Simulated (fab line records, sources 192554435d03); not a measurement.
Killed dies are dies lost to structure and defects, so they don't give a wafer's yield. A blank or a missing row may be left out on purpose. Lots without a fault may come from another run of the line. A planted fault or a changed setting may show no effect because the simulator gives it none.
fab line records | flow n5_finfet | part 2 of 2: steps 5 to 6 of 6
record lots=24 wafers=72 last_day=21
route steps=1938 shown BEOL_M5@1148 BEOL_M6@1232
lots that met no fault: from a run of the same line without faults
start_h: hours from the record's first day to the start of the lot's first wafer shown | wait_h: hours since the lot's step before | " the same as in the row above | L1.1+2: a row that stands for several wafers | - no value, or no start given | * or withheld: withheld | < > ~ a bound
route shown NAME@n: a module of which the file shows steps, and the number in the route of the first | usual: mean/standard deviation of fault-free wafers | same: alike in all rows | chamber/n: place in a boat | sites: the reading at each site | _std_site: their standard deviation | _edge_site: outer sites' mean less inner sites' | radius_mm: how far each site lies from the wafer's centre | mask NAME#n: copy n | behind: the tool/chamber that last shaped the wafer | hold: why the lot was held/for how many hours/how that ended | device: the transistor (n, p or np) that didn't switch | end of line: the same wafers' tests at the end of the route | a step without rows: its recipe alone | killed: dies lost to structure and defects at the first sort, not the wafer's yield | map: a wafer's dies, x killed, . not, _ none there
set.NAME: the setting as run; set.NAME@STEP: as run at that earlier step | model.NAME: the simulator's own value behind a step, which no gauge read
steps of the route over a sample of lots; a table a step, a row a wafer
services: from which hour (start_h, from the record's first day; less than 0 if before it) a tool's chamber was out of use, for how many hours, and why
## steps
# step N5_BEOL_M6_ETCH_66
# recipe chemistry=N2/H2 target=SOC target_depth_a=800 overetch_a=160 mask_material=SiARC temp_c=40 time_s=120 ion_energy_ev=200 pressure_mtorr=30 source_w=840 bias_w=150 n2_flow_sccm=200 h2_flow_sccm=200
# usual drypump_motor_current_A=6.0/0.4 oes_product_au=0.60/0.046 rf_vpp_V=525.3/2.4 showerhead_plenum_p_Torr=2.59/0.079 throttle_valve_pct=17.79/0.25
# columns lot.wafer tool chamber start_h wait_h drypump_motor_current_A oes_product_au rf_hours_counter_h rf_vpp_V showerhead_plenum_p_Torr throttle_valve_pct
L076.2 rie_diel-01 0 286.23 0.0 6.3 0.60 120 526.3 2.70 18.05
L076.5 " 0 " " 6.2 0.60 - 530.2 2.70 18.08
L076.6 " 3 " " 6.5 0.55 - 523.1 2.51 17.64
L074.3 rie_diel-01 0 291.28 0.0 6.2 0.60 121 526.5 2.70 18.05
L074.4 " 1 " " 5.9 0.71 12 523.1 2.48 17.75
L074.5 " 1 " " 5.9 0.71 - 522.0 2.48 17.77
L075.1 rie_diel-05 1 295.00 0.0 6.2 0.65 60 528.3 2.70 18.11
L075.4 " 0 " " 5.7 0.60 97 528.4 2.65 17.35
L075.5 " 1 " " 6.2 0.65 - 527.4 2.70 18.11
L077.2 rie_diel-05 0 298.37 0.0 5.7 0.60 99 527.5 2.65 17.36
L077.3 " 3 " " 6.8 0.63 68 529.2 2.67 17.46
L077.6 " 1 " " 6.2 0.64 - 528.2 2.70 18.12
L079.2 rie_diel-01 1 298.76 0.0 5.9 0.70 16 522.5 2.48 17.75
L079.3 " 3 " " 6.4 0.54 217 523.3 2.51 17.66
L079.4 " 2 " " 5.5 0.54 226 523.1 2.52 17.79
L078.1 rie_diel-05 3 298.77 0.0 6.7 0.62 68 527.4 2.67 17.49
L078.4 " 0 " " 5.7 0.60 99 527.1 2.65 17.34
L078.6 " 0 " " 5.7 0.60 - 528.3 2.65 17.33
L081.1 rie_diel-01 1 318.43 0.0 6.0 0.69 23 523.0 2.48 17.77
L081.2 " 3 " " 6.5 0.53 227 522.3 2.51 17.67
L081.6 " 3 " " 6.4 0.54 - 521.7 2.51 17.66
L080.2 rie_diel-05 3 325.98 0.0 6.7 0.62 80 526.9 2.66 17.51
L080.4 " 1 " " 6.2 0.63 74 527.8 2.70 18.13
L080.5 " 3 " " 6.7 0.63 - 529.3 2.66 17.50
L083.1 rie_diel-05 1 327.94 0.0 6.2 0.64 75 526.2 2.70 18.12
L083.2 " 2 " " 5.8 0.61 105 522.5 2.57 17.78
L083.5 " 1 " " 6.2 0.64 - 528.2 2.70 18.12
L082.1 rie_diel-01 1 330.02 0.0 5.9 0.68 27 522.0 2.48 17.76
L082.3 " 2 " " 5.5 0.53 240 522.3 2.52 17.80
L082.6 " 1 " " 5.9 0.68 - 521.7 2.48 17.78
L085.2 rie_diel-05 2 332.33 0.0 5.8 0.61 106 524.2 2.57 17.79
L085.3 " 0 " " 5.7 0.59 114 527.2 2.64 17.37
L085.6 " 2 " " 5.8 0.61 - 524.5 2.57 17.79
L084.1 rie_diel-01 0 342.10 0.0 6.2 0.59 142 527.3 2.69 18.09
L084.3 " 1 " " 5.9 0.67 32 522.2 2.47 17.78
L084.5 " 1 " " 5.9 0.67 - 523.0 2.47 17.77
L086.3 rie_diel-01 1 344.01 0.0 5.9 0.67 33 522.0 2.47 17.80
L086.5 " 3 " " 6.4 0.54 - 524.7 2.50 17.69
L086.6 " 2 " " 5.6 0.53 - 521.7 2.51 17.82
L089.1 rie_diel-04 3 361.28 0.0 5.7 0.71 19 524.2 2.59 17.48
L089.2 " 0 " " 5.1 0.68 38 520.6 2.49 17.78
L089.5 " 1 " " 6.3 0.65 - 524.0 2.60 18.09
L091.3 rie_diel-05 1 366.38 0.0 6.2 0.62 91 527.3 2.69 18.16
L091.4 " 1 " " 6.2 0.62 - 527.3 2.69 18.16
L091.6 " 3 " " 6.7 0.60 - 527.6 2.65 17.53
L088.1 rie_diel-04 0 371.42 0.0 5.1 0.67 41 523.3 2.49 17.80
L088.5 " 1 " " 6.3 0.64 - 525.4 2.59 18.11
L088.6 " 0 " " 5.1 0.67 - 523.3 2.49 17.81
L087.1 rie_diel-01 1 371.98 0.0 5.9 0.65 45 521.2 2.47 17.81
L087.2 " 0 " " 6.2 0.57 155 527.8 2.68 18.14
L087.6 " 3 " " 6.4 0.53 - 523.0 2.50 17.70
L092.3 rie_diel-01 0 377.33 0.0 6.2 0.57 158 528.0 2.68 18.13
L092.5 " 3 " " 6.4 0.52 - 521.7 2.50 17.70
L092.6 " 0 " " 6.2 0.58 - 527.2 2.68 18.13
L090.2 rie_diel-05 3 377.88 0.0 6.7 0.60 101 528.2 2.65 17.54
L090.3 " 0 " " 5.7 0.58 131 527.2 2.63 17.40
L090.6 " 3 " " 6.7 0.60 - 527.2 2.65 17.54
L093.1 rie_diel-05 2 395.36 0.0 5.8 0.59 130 524.5 2.56 17.82
L093.3 " 3 " " 6.7 0.59 108 528.3 2.65 17.55
L093.6 " 2 " " 5.8 0.60 - 524.7 2.56 17.83
L094.1 rie_diel-05 1 405.58 0.0 6.2 0.60 107 526.0 2.68 18.18
L094.3 " 0 " " 5.7 0.57 142 526.6 2.63 17.43
L094.4 " 3 " " 6.7 0.59 111 526.7 2.65 17.55
L095.1 rie_diel-05 1 406.30 0.0 6.2 0.61 107 526.9 2.68 18.19
L095.3 " 3 " " 6.7 0.59 112 528.6 2.65 17.56
L095.6 " 2 " " 5.8 0.60 - 524.7 2.56 17.83
L096.1 rie_diel-04 3 410.33 0.0 5.7 0.68 36 526.3 2.58 17.54
L096.5 " 3 " " 5.6 0.68 - 525.3 2.58 17.55
L096.6 " 0 " " 5.1 0.66 - 522.4 2.49 17.83
L097.2 rie_diel-05 0 419.50 0.0 5.7 0.57 145 527.1 2.63 17.43
L097.3 " 2 " " 5.8 0.58 137 524.5 2.55 17.85
L097.6 " 2 " " 5.8 0.59 - 524.1 2.55 17.84
# step N5_BEOL_M6_CURE_75
# recipe temp_c=370 time_s=120 ambient=DMADMS/He material=SiCOH_lowk
# usual lamp_power_pct=52.31/0.053 wafer_temp_C_max=371.9/0.63
# columns lot.wafer tool chamber start_h wait_h lamp_power_pct wafer_temp_C_max
L076.2 uv_cure-02 0 286.82 0.1 52.29 372.5
L076.5 " 0 " " 52.34 371.4
L076.6 " 0 " " 52.28 372.1
L074.3 uv_cure-02 0 291.92 0.1 52.27 372.5
L074.4 " 0 " " 52.23 371.5
L074.5 " 0 " " 52.32 371.2
L075.1 uv_cure-02 1 295.54 0.0 52.29 371.5
L075.4 " 1 " " 52.20 372.2
L075.5 " 1 " " 52.32 371.4
L077.2 uv_cure-02 2 298.96 0.1 52.33 371.8
L077.3 " 2 " " 52.47 371.6
L077.6 " 2 " " 52.35 371.9
L078.1 uv_cure-02 1 299.31 0.0 52.25 371.4
L078.4 " 1 " " 52.29 371.6
L078.6 " 1 " " 52.22 371.5
L079.2 uv_cure-01 1 299.40 0.1 52.27 373.2
L079.3 " 1 " " 52.33 373.0
L079.4 " 1 " " 52.36 372.5
L081.1 uv_cure-03 2 318.97 0.0 52.30 371.3
L081.2 " 2 " " 52.27 371.3
L081.6 " 2 " " 52.31 371.6
L080.2 uv_cure-02 0 326.57 0.1 52.31 372.3
L080.4 " 0 " " 52.35 373.0
L080.5 " 0 " " 52.27 371.4
L083.1 uv_cure-01 1 328.48 0.0 52.40 372.2
L083.2 " 1 " " 52.35 372.9
L083.5 " 1 " " 52.30 372.8
L082.1 uv_cure-02 2 330.56 0.0 52.38 371.7
L082.3 " 2 " " 52.33 371.8
L082.6 " 2 " " 52.31 372.1
L085.2 uv_cure-02 2 332.97 0.1 52.22 372.0
L085.3 " 2 " " 52.30 371.4
L085.6 " 2 " " 52.33 371.7
L084.1 uv_cure-02 1 342.65 0.0 52.27 371.3
L084.3 " 1 " " 52.39 371.4
L084.5 " 1 " " 52.29 371.9
L086.3 uv_cure-02 1 344.67 0.1 52.28 372.0
L086.5 " 1 " " 52.25 371.2
L086.6 " 1 " " 52.24 371.7
L089.1 uv_cure-03 0 362.15 0.4 52.27 371.8
L089.2 " 0 " " 52.18 371.6
L089.5 " 0 " " 52.31 372.0
L091.3 uv_cure-01 1 367.03 0.1 52.36 372.7
L091.4 " 1 " " 52.26 374.1
L091.6 " 1 " " 52.43 373.0
L088.1 uv_cure-01 2 371.96 0.0 52.32 371.6
L088.5 " 2 " " 52.30 371.1
L088.6 " 2 " " 52.30 371.3
L087.1 uv_cure-02 0 372.52 0.0 52.27 371.9
L087.2 " 0 " " 52.32 371.5
L087.6 " 0 " " 52.24 372.0
L092.3 uv_cure-02 1 377.97 0.1 52.19 371.6
L092.5 " 1 " " 52.21 372.1
L092.6 " 1 " " 52.37 371.5
L090.2 uv_cure-02 1 378.47 0.1 52.32 371.8
L090.3 " 1 " " 52.36 371.6
L090.6 " 1 " " 52.21 371.9
L093.1 uv_cure-02 1 395.90 0.0 52.21 371.2
L093.3 " 1 " " 52.34 371.1
L093.6 " 1 " " 52.33 371.7
L094.1 uv_cure-01 1 406.13 0.0 52.31 372.9
L094.3 " 1 " " 52.32 372.2
L094.4 " 1 " " 52.32 373.5
L095.1 uv_cure-03 0 406.85 0.0 52.29 372.3
L095.3 " 0 " " 52.35 372.1
L095.6 " 0 " " 52.28 371.5
L096.1 uv_cure-01 0 410.87 0.0 52.26 371.9
L096.5 " 0 " " 52.39 371.7
L096.6 " 0 " " 52.48 371.9
L097.2 uv_cure-02 2 420.30 0.3 52.34 371.1
L097.3 " 2 " " 52.36 371.8
L097.6 " 2 " " 52.40 371.7
## services
# columns tool chamber start_h hours kind
rie_diel-05 0 250.34 11.5 repair
rie_diel-02 2 261.12 1.7 repair
rie_diel-03 3 264.21 16.9 repair
rie_diel-05 0 265.71 1.2 repair
rie_diel-03 0 266.87 9.2 repair
rie_diel-01 1 271.01 14.9 repair
rie_diel-02 2 283.39 7.7 repair
uv_cure-02 - 287.07 1.0 pm
rie_diel-04 - 287.48 28.1 pm
rie_diel-01 1 310.36 2.1 repair
rie_diel-04 2 339.41 7.8 repair
rie_diel-06 2 340.34 7.7 repair
uv_cure-03 - 343.02 0.3 repair
rie_diel-01 2 354.43 - clean
rie_diel-01 2 354.43 - consumable_replace:focus_ring
rie_diel-01 2 354.43 23.2 scheduled_down
rie_diel-01 2 354.43 23.2 vent_cycle
rie_diel-02 1 357.58 23.7 repair
rie_diel-02 - 358.10 0.8 repair
rie_diel-05 0 359.21 8.0 repair
uv_cure-01 - 373.82 22.2 pm
uv_cure-03 - 398.34 2.8 pm
uv_cure-03 - 407.17 24.9 pm
rie_diel-05 - 410.63 0.9 repair
